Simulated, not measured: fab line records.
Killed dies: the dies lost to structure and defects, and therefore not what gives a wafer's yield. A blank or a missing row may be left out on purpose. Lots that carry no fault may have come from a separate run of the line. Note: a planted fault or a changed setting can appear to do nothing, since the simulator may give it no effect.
Matching of chambers / flow nandHarc / pecvd-03 running NHARC_P_M1_PRE_CLEAN_32: 3 sister chambers
The step time 12 s. 6 wafers are shown with their chamber, then 10 later ones without.

WAFERS WITH THEIR CHAMBER
wafer=L086.4; chamber=0; heaterPowerW (W)=660; heaterPowerOuterW (W)=385
wafer=L088.1; chamber=2; heaterPowerW (W)=501; heaterPowerOuterW (W)=311
wafer=L088.4; chamber=0; heaterPowerW (W)=687; heaterPowerOuterW (W)=407
wafer=L088.5; chamber=1; heaterPowerW (W)=702; heaterPowerOuterW (W)=382
wafer=L089.1; chamber=2; heaterPowerW (W)=483; heaterPowerOuterW (W)=302
wafer=L089.3; chamber=1; heaterPowerW (W)=799; heaterPowerOuterW (W)=452

WAFERS WHOSE CHAMBER IS MISSING
wafer=L089.6; heaterPowerW (W)=785; heaterPowerOuterW (W)=446
wafer=L090.3; heaterPowerW (W)=527; heaterPowerOuterW (W)=333
wafer=L090.4; heaterPowerW (W)=775; heaterPowerOuterW (W)=432
wafer=L090.5; heaterPowerW (W)=537; heaterPowerOuterW (W)=340
wafer=L091.2; heaterPowerW (W)=603; heaterPowerOuterW (W)=347
wafer=L091.3; heaterPowerW (W)=788; heaterPowerOuterW (W)=442
wafer=L091.6; heaterPowerW (W)=615; heaterPowerOuterW (W)=356
wafer=L096.3; heaterPowerW (W)=464; heaterPowerOuterW (W)=282
wafer=L096.5; heaterPowerW (W)=761; heaterPowerOuterW (W)=442
wafer=L096.6; heaterPowerW (W)=682; heaterPowerOuterW (W)=378

WHICH CHAMBER EACH WENT THROUGH
wafer=L089.6; from the rows above=can't be placed: 1 or 0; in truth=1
wafer=L090.3; from the rows above=2; in truth=2
wafer=L090.4; from the rows above=can't be placed: 1 or 0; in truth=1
wafer=L090.5; from the rows above=2; in truth=2
wafer=L091.2; from the rows above=can't be placed: 0 or 2 or 1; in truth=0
wafer=L091.3; from the rows above=can't be placed: 1 or 0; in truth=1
wafer=L091.6; from the rows above=can't be placed: 0 or 2 or 1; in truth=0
wafer=L096.3; from the rows above=2; in truth=2
wafer=L096.5; from the rows above=can't be placed: 1 or 0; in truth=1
wafer=L096.6; from the rows above=can't be placed: 0 or 1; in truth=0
Correctly placed: 3 of 10. Cannot be placed on the basis of these rows: 7; the candidates contain the true chamber in 7. Wrongly placed: 0.
How it was worked out, from the rows above alone: a wafer's distance from a chamber is the root of the sum, over the readings, of the square of ((its reading less the chamber's mean) divided by the reading's scatter). The wafer belongs to the nearest chamber; if the next one is less than 2 further off, it can't be placed. A chamber's mean is the mean of its shown wafers. The scatter: take each reading less its chamber's mean, square it, sum over the shown wafers, divide by the number of wafers less the number of chambers, and take the root.
